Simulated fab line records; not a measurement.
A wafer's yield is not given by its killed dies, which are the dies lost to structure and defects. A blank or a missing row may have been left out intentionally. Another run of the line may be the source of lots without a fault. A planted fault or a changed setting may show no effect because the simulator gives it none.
fab line records | flow nand-harc
record: lots: 6 | wafers: 18 | last-day: 34
route steps=1302 shown A_CHANNEL_HOLE_D1@481 A_CHANNEL_FILL_D1@490 A_DECK1_JOINT@518 END@1302
lots untouched by any fault: they come from a run of this same line in which no faults occurred
start-h: hours from the record's opening day to when the first of the lot's shown wafers began | wait-h: hours since the lot's step before | " identical to the entry in the row above | L1.1+2: a row that stands for several wafers | - value missing, or start not given | * or withheld: withheld | < > ~ a bound
route shown NAME@n: a module of which the file shows steps, and the number in the route of the first | usual: the fault-free wafers' mean and standard deviation | same: alike in all rows | chamber/n: place in a boat | sites: the reading at each site | _std_site: the standard deviation of these | _edge_site: mean of outer sites minus mean of inner sites | radius-mm: how far each site lies from the wafer's centre | mask NAME#n: copy n | behind: the most recent tool/chamber to have shaped the wafer | hold: why the lot was held/for how many hours/how that ended | device: the transistor (n, p or np) that didn't switch | end of line: tests run on the same wafers once the route is complete | a step with no rows: only its recipe | killed: the dies lost at the first sort to structure and to defects; this is not the yield of the wafer | map: the dies of a wafer, with x for killed, . for not killed, _ for no die there
set.NAME: the setting as run; set.NAME@STEP: as run at that earlier step | model.NAME: the simulator's own value behind a step, which no gauge read
lots at some steps of the route; a table a step, a row a wafer
services: a tool's chamber out of use, with start hour (start-h, from the record's first day; less than 0 if before it), hours out, and reason
== steps ==
step: NHARC_A_CHANNEL_HOLE_D1_STRIP_42
recipe: cf4-flow-sccm: 100 | chf3-flow-sccm: 30 | ar-flow-sccm: 0 | bias-w: 0 | chemistry: CF4/CHF3
step: NHARC_A_CHANNEL_HOLE_D1_STRIP_43
recipe: o2-flow-sccm: 400 | cos-flow-sccm: 20 | ar-flow-sccm: 0 | bias-w: 0 | chemistry: O2/COS
step: NHARC_A_CHANNEL_HOLE_D1_ETCH_44
recipe: target-depth-a: 1400 | overetch-a: 140 | time-s: 77 | ion-energy-ev: 100 | cf4-flow-sccm: 80 | o2-flow-sccm: 20 | ar-flow-sccm: 0 | rf-w: 300 | bias-w: 100 | chemistry: CF4/O2
step: NHARC_A_CHANNEL_HOLE_D1_STRIP_27
recipe: o2-flow-sccm: 500 | ar-flow-sccm: 0 | bias-w: 0 | chemistry: O2
step: NHARC_A_CHANNEL_HOLE_D1_PRECLEAN_28
recipe: time-s: * | temp-c: 50 | bath-age-min: 0 | chemistry: SC1
step: NHARC_A_CHANNEL_HOLE_D1_SRD_29
step: NHARC_A_CHANNEL_HOLE_D1_CD_MEAS_30
usual: cd-nm: 90.0/0.9
lot.wafer | tool      | chamber | start-h | wait-h | cd-nm
L202.1    | cd-sem-02 | -       | 210.39  | -      | 89.5
L202.5    | "         | -       | "       | "      | 88.3
L202.6    | "         | -       | "       | "      | 89.1
L201.1    | cd-sem-01 | -       | 210.89  | -      | 91.1
L201.2    | "         | -       | "       | "      | 89.5
L201.4    | "         | -       | "       | "      | 88.8
L207.1    | cd-sem-02 | -       | 257.07  | -      | 90.9
L207.4    | "         | -       | "       | "      | 90.0
L207.6    | "         | -       | "       | "      | 91.7
L208.3    | cd-sem-03 | -       | 266.52  | -      | 90.4
L208.4    | "         | -       | "       | "      | 90.0
L208.6    | "         | -       | "       | "      | 89.9
L220.3    | cd-sem-02 | -       | 393.54  | -      | 90.2
L220.5    | "         | -       | "       | "      | 88.9
L220.6    | "         | -       | "       | "      | 89.2
L222.1    | cd-sem-01 | -       | 411.02  | -      | 89.6
L222.4    | "         | -       | "       | "      | 89.4
L222.6    | "         | -       | "       | "      | 89.1
step: NHARC_A_CHANNEL_HOLE_D1_XSEM_31
recipe: landing-energy-ev: 35000
step: NHARC_A_CHANNEL_HOLE_D1_INSPECT_40
usual: raw-defect-count: 79/26
lot.wafer | tool              | chamber | start-h | wait-h | raw-defect-count
L202.1    | defect-inspect-02 | -       | 210.58  | -      | 113
L202.5    | "                 | -       | "       | "      | 80
L202.6    | "                 | -       | "       | "      | 108
L201.1    | defect-inspect-01 | -       | 211.08  | -      | 46
L201.2    | "                 | -       | "       | "      | 53
L201.4    | "                 | -       | "       | "      | 50
L207.1    | defect-inspect-01 | -       | 257.26  | -      | 137
L207.4    | "                 | -       | "       | "      | 94
L207.6    | "                 | -       | "       | "      | 118
L208.3    | defect-inspect-01 | -       | 266.70  | -      | 65
L208.4    | "                 | -       | "       | "      | 62
L208.6    | "                 | -       | "       | "      | 58
L220.3    | defect-inspect-02 | -       | 393.72  | -      | 79
L220.5    | "                 | -       | "       | "      | 64
L220.6    | "                 | -       | "       | "      | 82
L222.1    | defect-inspect-02 | -       | 411.20  | -      | 63
L222.4    | "                 | -       | "       | "      | 55
L222.6    | "                 | -       | "       | "      | 65
step: NHARC_A_CHANNEL_FILL_D1_PRECLEAN_00
recipe: time-s: * | temp-c: 50 | bath-age-min: 0 | chemistry: SC1
step: NHARC_A_CHANNEL_FILL_D1_SRD_01
step: NHARC_A_CHANNEL_FILL_D1_ALD_02
recipe: target-thk-a: 60 | pulse-time-s: 10 | ald-cycles: 60 | temp-c: 300 | material: SiO2
usual: heater-power-w: 470/37 | precursor-pulse-height-rel: 1.002/0.021
lot.wafer | tool      | chamber | start-h | wait-h | heater-power-w | precursor-pulse-height-rel
L202.1    | ald-hk-03 | 3       | 210.78  | -      | 496            | 0.989
L202.5    | "         | 3       | "       | "      | 498            | 1.006
L202.6    | "         | 0       | "       | "      | 427            | 1.000
L201.1    | ald-hk-03 | 2       | 211.27  | -      | 502            | 0.997
L201.4    | "         | 3       | "       | "      | 499            | 0.977
L201.2    | "         | 0       | "       | "      | 434            | 1.002
L207.1    | ald-hk-02 | 3       | 257.60  | -      | 449            | 0.999
L207.4    | "         | 0       | "       | "      | 401            | 1.017
L207.6    | "         | 2       | "       | "      | 497            | 1.001
L208.3    | ald-hk-04 | 1       | 266.92  | -      | 402            | 0.992
L208.4    | "         | 2       | "       | "      | 452            | 0.998
L208.6    | "         | 1       | "       | "      | 401            | 0.990
L220.3    | ald-hk-02 | 1       | 394.12  | -      | 482            | 1.008
L220.6    | "         | 2       | "       | "      | 506            | 1.008
L220.5    | "         | 3       | "       | "      | 444            | 1.001
L222.4    | ald-hk-03 | 2       | 411.47  | -      | 514            | 1.032
L222.1    | "         | 0       | "       | "      | 428            | 0.986
L222.6    | "         | 2       | "       | "      | 501            | 0.974
step: NHARC_A_CHANNEL_FILL_D1_ALD_03
recipe: target-thk-a: 60 | pulse-time-s: 60 | ald-cycles: 58 | temp-c: 630 | pressure-torr: 2 | material: SiNx
usual: precursor-pulse-height-rel: 1.000/0.023
lot.wafer | tool             | chamber | start-h | wait-h | precursor-pulse-height-rel
L201.1    | ald-sin-batch-02 | 0       | 214.22  | -      | 1.007
L201.2    | "                | 0       | "       | "      | 1.024
L201.4    | "                | 0       | "       | "      | 0.993
L202.1    | ald-sin-batch-02 | 0       | 214.22  | -      | 1.015
L202.5    | "                | 0       | "       | "      | 1.015
L202.6    | "                | 0       | "       | "      | 1.052
L207.1    | ald-sin-batch-03 | 0       | 260.89  | -      | 1.000
L207.4    | "                | 0       | "       | "      | 1.019
L207.6    | "                | 0       | "       | "      | 0.990
L208.3    | ald-sin-batch-03 | 0       | 270.36  | -      | 0.996
L208.4    | "                | 0       | "       | "      | 0.944
L208.6    | "                | 0       | "       | "      | 0.967
L220.3    | ald-sin-batch-03 | 0       | 397.34  | -      | 1.020
L220.5    | "                | 0       | "       | "      | 0.986
L220.6    | "                | 0       | "       | "      | 1.019
L222.1    | ald-sin-batch-02 | 0       | 414.83  | -      | 1.019
L222.4    | "                | 0       | "       | "      | 1.028
L222.6    | "                | 0       | "       | "      | 0.999
step: NHARC_A_CHANNEL_FILL_D1_ALD_14
recipe: target-thk-a: 25 | pulse-time-s: 10 | ald-cycles: 25 | temp-c: 300 | material: SiO2
step: NHARC_A_CHANNEL_FILL_D1_ALD_15
recipe: target-thk-a: 20 | pulse-time-s: 60 | ald-cycles: 19 | temp-c: 630 | pressure-torr: 2 | material: SiNx
step: NHARC_A_CHANNEL_FILL_D1_ALD_16
recipe: target-thk-a: 15 | pulse-time-s: 10 | ald-cycles: 15 | temp-c: 300 | material: SiO2
step: NHARC_A_CHANNEL_FILL_D1_ANNEAL_17
recipe: temp-c: 850 | time-s: 1800
step: NHARC_A_CHANNEL_FILL_D1_CVD_18
recipe: target-thk-a: 30 | temp-c: 550 | material: poly-Si
step: NHARC_A_CHANNEL_FILL_D1_ETCHBACK_19
recipe: target-depth-a: 50 | time-s: 1.7 | hbr-flow-sccm: 150 | cl2-flow-sccm: 50 | rf-w: 400 | icp-w: 400 | bias-w: 100 | chemistry: HBr/Cl2
usual: bias-w: 99.95/0.29 | drypump-motor-current-A: 5.7/0.43 | oes-product-au: 1.004/0.0084 | throttle-valve-pct: 26.406/0.0095
lot.wafer | tool      | chamber | start-h | wait-h | bias-w | drypump-motor-current-A | oes-product-au | rf-hours-counter-h | throttle-valve-pct
L201.4    | rie-si-02 | 2       | 235.78  | 0.4    | 99.57  | 5.8                     | 1.010          | 0.77               | 26.411
L201.1    | "         | 3       | "       | "      | 99.89  | 5.7                     | 1.003          | 0.71               | 26.405
L201.2    | "         | 1       | "       | "      | 100.15 | 5.4                     | 0.988          | 0.88               | 26.411
L202.1    | rie-si-03 | 3       | 235.78  | 0.4    | 100.04 | 5.3                     | 0.997          | 0.02               | 26.410
L202.5    | "         | 1       | "       | "      | 99.74  | 5.7                     | 0.992          | -                  | 26.415
L202.6    | "         | 2       | "       | "      | 100.25 | 5.2                     | 1.005          | -                  | 26.407
L207.1    | rie-si-04 | 1       | 281.44  | 0.4    | 99.90  | 5.5                     | 1.010          | 0.60               | 26.393
L207.4    | "         | 2       | "       | "      | 100.08 | 5.1                     | 1.008          | 0.63               | 26.411
L207.6    | "         | 0       | "       | "      | 99.92  | 6.2                     | 1.000          | -                  | 26.397
L208.3    | rie-si-03 | 0       | 291.92  | 0.4    | 99.73  | 6.5                     | 1.008          | 0.42               | 26.409
L208.4    | "         | 2       | "       | "      | 100.02 | 5.2                     | 1.014          | 0.43               | 26.414
L208.6    | "         | 0       | "       | "      | 99.94  | 6.6                     | 1.010          | -                  | 26.424
L220.3    | rie-si-03 | 3       | 420.51  | 0.4    | 100.24 | 5.3                     | 0.995          | 0.07               | 26.399
L220.6    | "         | 0       | "       | "      | 100.19 | 6.6                     | 1.006          | -                  | 26.420
L220.5    | "         | 1       | "       | "      | 99.97  | 5.7                     | 0.998          | -                  | 26.405
L222.1    | rie-si-04 | 3       | 436.46  | 0.4    | 100.40 | 5.5                     | 1.012          | 0.47               | 26.411
L222.4    | "         | 0       | "       | "      | 99.94  | 6.3                     | 0.997          | 0.58               | 26.403
L222.6    | "         | 2       | "       | "      | 99.76  | 5.1                     | 1.010          | -                  | 26.403
step: NHARC_A_CHANNEL_FILL_D1_ETCHBACK_20
recipe: target-depth-a: 270 | time-s: 13.5 | c4f8-flow-sccm: withheld | o2-flow-sccm: 8 | ar-flow-sccm: withheld | rf-w: 600 | bias-w: 1500 | chemistry: C4F8/O2/Ar
step: NHARC_A_CHANNEL_FILL_D1_STRIP_28
recipe: time-s: 20 | o2-flow-sccm: 500 | ar-flow-sccm: 0 | bias-w: 0 | chemistry: O2
usual: drypump-motor-current-A: 5.8/0.44 | oes-product-au: 0.997/0.0087 | rf-vpp-V: 57.7/0.91 | showerhead-plenum-p-Torr: 3.47/0.099 | throttle-valve-pct: 17.037/0.0088
same: bias-w: 0
lot.wafer | tool        | chamber | start-h | wait-h | drypump-motor-current-A | oes-product-au | rf-hours-counter-h | rf-vpp-V | showerhead-plenum-p-Torr | throttle-valve-pct
L202.1    | rie-diel-11 | 0       | 235.98  | 0.1    | 5.4                     | 0.996          | 8                  | 57.2     | 3.70                     | 17.046
L202.6    | "           | 0       | "       | "      | 5.4                     | 0.992          | -                  | 60.0     | 3.70                     | 17.033
L202.5    | "           | 1       | "       | "      | 6.3                     | 1.002          | -                  | 58.0     | 3.37                     | 17.038
L201.4    | rie-diel-07 | 1       | 236.00  | 0.1    | 6.5                     | 0.987          | 8                  | 57.7     | 3.49                     | 17.026
L201.1    | "           | 2       | "       | "      | 5.4                     | 0.986          | 9                  | 58.2     | 3.56                     | 17.051
L201.2    | "           | 3       | "       | "      | 5.3                     | 0.983          | 8                  | 57.4     | 3.43                     | 17.034
L207.4    | rie-diel-02 | 3       | 281.65  | 0.1    | 6.2                     | 1.002          | 2                  | 56.4     | 3.35                     | 17.042
L207.1    | "           | 0       | "       | "      | 5.5                     | 0.981          | 3                  | 58.5     | 3.48                     | 17.031
L207.6    | "           | 0       | "       | "      | 5.5                     | 1.002          | -                  | 57.9     | 3.48                     | 17.029
L208.3    | rie-diel-07 | 0       | 292.16  | 0.1    | 5.7                     | 1.004          | 10                 | 58.3     | 3.47                     | 17.043
L208.4    | "           | 2       | "       | "      | 5.4                     | 0.995          | 12                 | 58.2     | 3.56                     | 17.030
L208.6    | "           | 3       | "       | "      | 5.3                     | 0.998          | -                  | 56.3     | 3.43                     | 17.033
L220.3    | rie-diel-02 | 0       | 420.71  | 0.1    | 5.5                     | 0.999          | 2                  | 57.7     | 3.47                     | 17.048
L220.5    | "           | 1       | "       | "      | 5.2                     | 1.000          | -                  | 58.7     | 3.61                     | 17.054
L220.6    | "           | 2       | "       | "      | 6.1                     | 1.007          | -                  | 57.7     | 3.41                     | 17.033
L222.4    | rie-diel-07 | 2       | 436.65  | 0.1    | 5.4                     | 1.006          | 8                  | 57.4     | 3.56                     | 17.023
L222.1    | "           | 3       | "       | "      | 5.3                     | 1.012          | 8                  | 58.4     | 3.42                     | 17.030
L222.6    | "           | 3       | "       | "      | 5.3                     | 1.010          | -                  | 57.0     | 3.42                     | 17.042
step: NHARC_A_CHANNEL_FILL_D1_PRECLEAN_21
recipe: time-s: 30 | chemistry: dHF
step: NHARC_A_CHANNEL_FILL_D1_SRD_23
step: NHARC_A_CHANNEL_FILL_D1_CVD_05
recipe: target-thk-a: 50 | temp-c: 550 | material: poly-Si
step: NHARC_A_CHANNEL_FILL_D1_ANNEAL_22
recipe: temp-c: 620 | time-s: 7200
step: NHARC_A_CHANNEL_FILL_D1_ALD_25
recipe: target-thk-a: 600 | pulse-time-s: 10 | ald-cycles: 600 | temp-c: 300 | material: SiOx
usual: heater-power-w: 466/38 | precursor-pulse-height-rel: 1.000/0.019
lot.wafer | tool      | chamber | start-h | wait-h | heater-power-w | precursor-pulse-height-rel
L201.1    | ald-hk-02 | 3       | 248.17  | 0.4    | 457            | 1.015
L201.4    | "         | 1       | 249.40  | 1.6    | 504            | 0.979
L201.2    | "         | 2       | "       | "      | 510            | 0.986
L202.1    | ald-hk-03 | 1       | 248.48  | 0.7    | 498            | 1.003
L202.6    | "         | 0       | 250.32  | 2.5    | 419            | 0.979
L202.5    | "         | 1       | "       | "      | 493            | 1.000
L207.1    | ald-hk-03 | 1       | 296.62  | 0.1    | 511            | 1.004
L207.4    | "         | 0       | 298.43  | 1.9    | 410            | 1.011
L207.6    | "         | 2       | 299.64  | 3.1    | 502            | 1.032
L208.4    | ald-hk-02 | 3       | 303.87  | 0.0    | 466            | 0.994
L208.3    | "         | 1       | 305.11  | 1.3    | 505            | 1.013
L208.6    | "         | 0       | 306.95  | 3.1    | 403            | 1.012
L220.3    | ald-hk-03 | 3       | 434.26  | 1.3    | 450            | 1.004
L220.5    | "         | 1       | 435.50  | 2.5    | 515            | 1.004
L220.6    | "         | 2       | "       | "      | 501            | 0.941
L222.1    | ald-hk-03 | 1       | 452.25  | 1.3    | 517            | 1.021
L222.4    | "         | 2       | "       | "      | 499            | 0.986
L222.6    | "         | 3       | "       | "      | 450            | 1.012
step: NHARC_A_CHANNEL_FILL_D1_ETCHBACK_08
recipe: target-depth-a: 2200 | time-s: 110 | c4f8-flow-sccm: 20 | ar-flow-sccm: withheld | rf-w: 600 | bias-w: 300 | chemistry: C4F8
usual: oes-product-au: 0.96/0.037 | rf-vpp-V: 440.0/1.9
lot.wafer | tool        | chamber | start-h | wait-h | oes-product-au | rf-hours-counter-h | rf-vpp-V
L202.1    | rie-diel-07 | 3       | -       | -      | 0.92           | 8.0                | 439.2
L202.6    | "           | 1       | "       | "      | 0.91           | -                  | 440.4
L202.5    | "           | 2       | "       | "      | 0.90           | -                  | 440.5
L201.4    | rie-diel-11 | 3       | -       | -      | 0.92           | 9.6                | 439.3
L201.1    | "           | 0       | "       | "      | 0.92           | 8.8                | 443.9
L201.2    | "           | 2       | "       | "      | 0.93           | 9.6                | 437.9
L207.1    | rie-diel-02 | 2       | -       | -      | 0.92           | 2.6                | 438.4
L207.4    | "           | 3       | "       | "      | 0.93           | 3.3                | 437.6
L207.6    | "           | 2       | "       | "      | 0.93           | -                  | 437.4
L208.3    | rie-diel-07 | 3       | -       | -      | 0.99           | 0.1                | 438.3
L208.4    | "           | 0       | "       | "      | 1.00           | 0.1                | 439.0
L208.6    | "           | 3       | "       | "      | 0.99           | -                  | 440.8
L220.3    | rie-diel-02 | 3       | -       | -      | 0.93           | 2.5                | 437.1
L220.5    | "           | 0       | "       | "      | 0.92           | -                  | 441.1
L220.6    | "           | 1       | "       | "      | 0.91           | -                  | 441.2
L222.1    | rie-diel-02 | 0       | -       | -      | 0.93           | 2.8                | 440.3
L222.4    | "           | 2       | "       | "      | 0.92           | 3.4                | 438.2
L222.6    | "           | 1       | "       | "      | 0.91           | -                  | 443.5
step: NHARC_A_CHANNEL_FILL_D1_STRIP_29
recipe: time-s: 20 | o2-flow-sccm: 500 | ar-flow-sccm: 0 | bias-w: 0 | chemistry: O2
step: NHARC_A_CHANNEL_FILL_D1_PRECLEAN_30
recipe: time-s: 30 | chemistry: dHF
step: NHARC_A_CHANNEL_FILL_D1_SRD_31
step: NHARC_A_CHANNEL_FILL_D1_CVD_09
recipe: target-thk-a: 1500 | temp-c: 620 | pressure-mtorr: 200 | time-s: 3000 | material: poly-Si
step: NHARC_A_CHANNEL_FILL_D1_CMP_10
recipe: target-thk-nm: 150
step: NHARC_A_CHANNEL_FILL_D1_SRD_12
step: NHARC_A_DECK1_JOINT_ETCHBACK_07
recipe: target-depth-a: 1050 | time-s: 26.9 | hbr-flow-sccm: 150 | rf-w: 350 | icp-w: 350 | bias-w: 60 | chemistry: HBr
step: NHARC_A_DECK1_JOINT_ETCH_25
recipe: target-depth-a: 5 | chemistry: dHF | material: SiO2
step: NHARC_A_DECK1_JOINT_ETCH_19
recipe: temp-c: 25 | target-depth-a: 30 | chemistry: TMAH | material: poly-Si
step: NHARC_A_DECK1_JOINT_ETCH_18
recipe: target-depth-a: 30 | chemistry: dHF | material: SiO2
step: NHARC_A_DECK1_JOINT_WET_08
recipe: temp-c: 160 | time-s: 86 | chemistry: H3PO4
step: NHARC_END_SORT_01
recipe: temp-c: 25
usual: killed-at-array: 58/20 | killed-at-other: 0.9/1.4 | killed-at-periphery: 4/3.1 | killed-dies: 63/20 | killed-open: 3.3/1.8 | killed-short: 2.4/1.5
same: gross-dies: 677
lot.wafer | tool      | chamber | start-h | wait-h | killed-at-array | killed-at-other | killed-at-periphery | killed-dies | killed-open | killed-short
L207.1    | prober-01 | 0       | 633.29  | 2.5    | 163             | 3               | 2                   | 168         | 6           | 4
L207.4    | prober-01 | 0       | 635.64  | 3.3    | 164             | 2               | 4                   | 170         | 4           | 3
L207.6    | prober-01 | 0       | 637.21  | 3.9    | 146             | 2               | 2                   | 150         | 2           | 2
L208.3    | prober-02 | 0       | 658.61  | 3.1    | 109             | 0               | 2                   | 111         | 1           | 2
L208.4    | prober-02 | 0       | 659.41  | 3.4    | 135             | 0               | 1                   | 136         | 5           | 4
L208.6    | prober-02 | 0       | 661.01  | 4.0    | 122             | 1               | 1                   | 124         | 2           | 2
killed by level:class
L207.1 A_CHANNEL_FILL_D1:unspecified=86 A_CHANNEL_HOLE_D2:chamber-film-flake=31 A_CHANNEL_HOLE_D1:chamber-film-flake=20 A_SLIT:chamber-film-flake=14 A_WL_FILL:chamber-film-flake=3 A_WL_FILL:geometric-particle:short=2 A_SGD_CUT:chamber-film-flake=2 P_CONTACT:geometric-particle:open=1
L207.4 A_CHANNEL_FILL_D1:unspecified=91 A_CHANNEL_HOLE_D2:chamber-film-flake=30 A_CHANNEL_HOLE_D1:chamber-film-flake=22 A_SLIT:chamber-film-flake=12 A_STAIRCASE:chamber-film-flake=2 THIN_TSV:chamber-film-flake=2 P_CONTACT:geometric-particle:short=1 P_M0:geometric-particle:open=1
L207.6 A_CHANNEL_FILL_D1:unspecified=89 A_SLIT:chamber-film-flake=20 A_CHANNEL_HOLE_D2:chamber-film-flake=16 A_CHANNEL_HOLE_D1:chamber-film-flake=15 A_M0:chamber-film-flake=2 THIN_TSV:chamber-film-flake=2 P_M2:geometric-particle:open=1 A_ONON_D1:geometric-particle:short=1
L208.3 A_CHANNEL_FILL_D1:unspecified=92 A_CHANNEL_HOLE_D2:chamber-film-flake=6 A_CHANNEL_FILL_D1:geometric-particle:short=2 A_CHANNEL_HOLE_D1:chamber-film-flake=2 A_CHANNEL_FILL_D1:chamber-film-flake=2 P_M0:geometric-particle:open=1 P_GATE:chamber-film-flake=1 A_ZERO_WELL:chamber-film-flake=1
L208.4 A_CHANNEL_FILL_D1:unspecified=98 A_CHANNEL_HOLE_D2:chamber-film-flake=15 A_CHANNEL_HOLE_D1:chamber-film-flake=5 A_SLIT:chamber-film-flake=3 A_CHANNEL_FILL_D2:geometric-particle:short=2 A_M0:geometric-particle:open=2 A_ONON_D1:geometric-particle:short=1 A_CHANNEL_FILL_D1:geometric-particle:open=1
L208.6 A_CHANNEL_FILL_D1:unspecified=93 A_CHANNEL_HOLE_D1:chamber-film-flake=9 A_CHANNEL_HOLE_D2:chamber-film-flake=8 A_STAIRCASE:chamber-film-flake=4 A_CHANNEL_FILL_D1:chamber-film-flake=2 A_DECK1_JOINT:geometric-particle:open=1 A_CHANNEL_FILL_D2:geometric-particle:open=1 A_CHANNEL_FILL_D2:geometric-particle:short=1
map L207.4 (x killed, . not)
____________.____________
_________......._________
_______..........._______
______.............______
_____..............._____
____.....x...........____
____.................____
___...................___
___...................___
__.x..................x__
__.....................__
_...x...x...........x..._
_x.....................x_
_xx.x..................._
_xxxxxx................._
_xxxx..................._
.xxx..xx.......x.........
xxx.xx.....x......x......
xx.xxxxx.....xxx.x.....xx
xxxxxx......x....x.x.....
xxx..........xxxxxx......
_x..........x.x.xxx....._
_x........x.xxxxxxx....._
_.x.......xxxxxxxxx....._
_..........xxxxxxxxx...._
_........x.xxxxxxxxx...._
__........xxxxxxxxxx...__
__........xxxxxxxxxx...__
___......xxxxxxxxxxx..___
___x.......xxxxxxxx...___
____x.......xxxxxxx..____
____.......xxxxxxx...____
_____.........xxx..._____
______.......xxx...______
_______..........._______
_________......._________
____________.____________
map L208.4 (x killed, . not)
____________.____________
_________......._________
_______..........._______
______.............______
_____..............._____
____.....x...........____
____...x..........x..____
___....x..........x...___
___..xx.........x.....___
__....xx.............x.__
__...x..xx...........x.__
_..xx.xx......x........x_
_....xx...............x._
_....xx................._
_.....xx..........xx...._
_...x..................._
.....x...................
...x....................x
.......x.................
..............x..........
.............xx.xxx......
_...........x.xxx......._
_...........xxxxxx......_
_..........xxxxxxx......_
_..........xxxxxxxxx...._
_.........x.xxxxxxx....._
__........xxxxxxxxxx...__
__.........xxxxxxxxx...__
___........xxxxxxxx.x.___
___.......x.xxxxxxxx..___
____.......xxxxxxx...____
____.x......xxxxxxx..____
_____.....x..xxxx..._____
______......xx.xx..______
_______..........._______
_________......._________
____________.____________
== services ==
tool             | chamber | start-h | hours | kind
rie-diel-02      | -       | 191.65  | 0.2   | repair
rie-si-04        | 1       | 192.68  | 4.9   | repair
ald-hk-03        | -       | 214.48  | 10.0  | pm
rie-diel-02      | -       | 216.70  | 9.0   | pm
rie-si-03        | -       | 221.00  | 9.0   | pm
rie-si-04        | 2       | 226.63  | 9.3   | repair
ald-hk-02        | -       | 241.35  | 0.9   | repair
rie-si-03        | -       | 249.28  | 1.6   | repair
ald-sin-batch-02 | -       | 269.51  | 26.0  | pm
rie-diel-07      | -       | 275.61  | 1.0   | repair
rie-si-03        | -       | 285.09  | 2.6   | repair
rie-diel-02      | 2       | 292.24  | 9.3   | repair
rie-diel-07      | -       | 295.85  | 9.0   | pm
rie-diel-07      | 0       | 314.25  | 5.3   | repair
rie-si-03        | 0       | 318.34  | 12.8  | repair
rie-diel-02      | 1       | 326.82  | 11.9  | repair
rie-diel-02      | 0       | 343.62  | 8.5   | repair
rie-si-03        | 1       | 347.24  | 8.5   | repair
ald-hk-03        | -       | 392.48  | 10.0  | pm
rie-diel-02      | -       | 393.70  | 9.0   | pm
rie-si-03        | -       | 398.00  | 9.0   | pm
rie-si-03        | 1       | 427.55  | 1.3   | repair
rie-si-03        | 3       | 435.82  | 32.4  | repair
rie-si-03        | 1       | 440.85  | 1.2   | repair
== key ==
first-sign: step: NHARC_END_SORT_01 | reading: killed-at-array | direction: up | sigmas: 4.2 | usual: 58 | struck: 140
effect: step: NHARC_END_SORT_01 | reading: killed-dies | direction: up | sigmas: 4 | usual: 63 | struck: 143
more-kills-born-at: NHARC_A_CHANNEL_FILL_D1_ALD_03@ald-sin-batch-03: 549
met-at NHARC_A_CHANNEL_FILL_D1_ALD_03
struck-wafers L207.1,L207.4,L207.6,L208.3,L208.4,L208.6
tester-left-out L207,L208
fault: kind: chamber-particle-source | tool: ald-sin-batch-03 | chamber: - | onset-h: 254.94 | steps: NHARC_A_CHANNEL_FILL_D1_ALD_03 | rate-per-visit-cm2: 1.3496 | end-h: 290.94
tester-left-out: of these lots the tester's yield and bins aren't shown, on N5 and GAA mostly nor the transistor test; their killed dies are dies lost to structure and defects alone, not to doping, threshold or leakage, so they don't give the yield
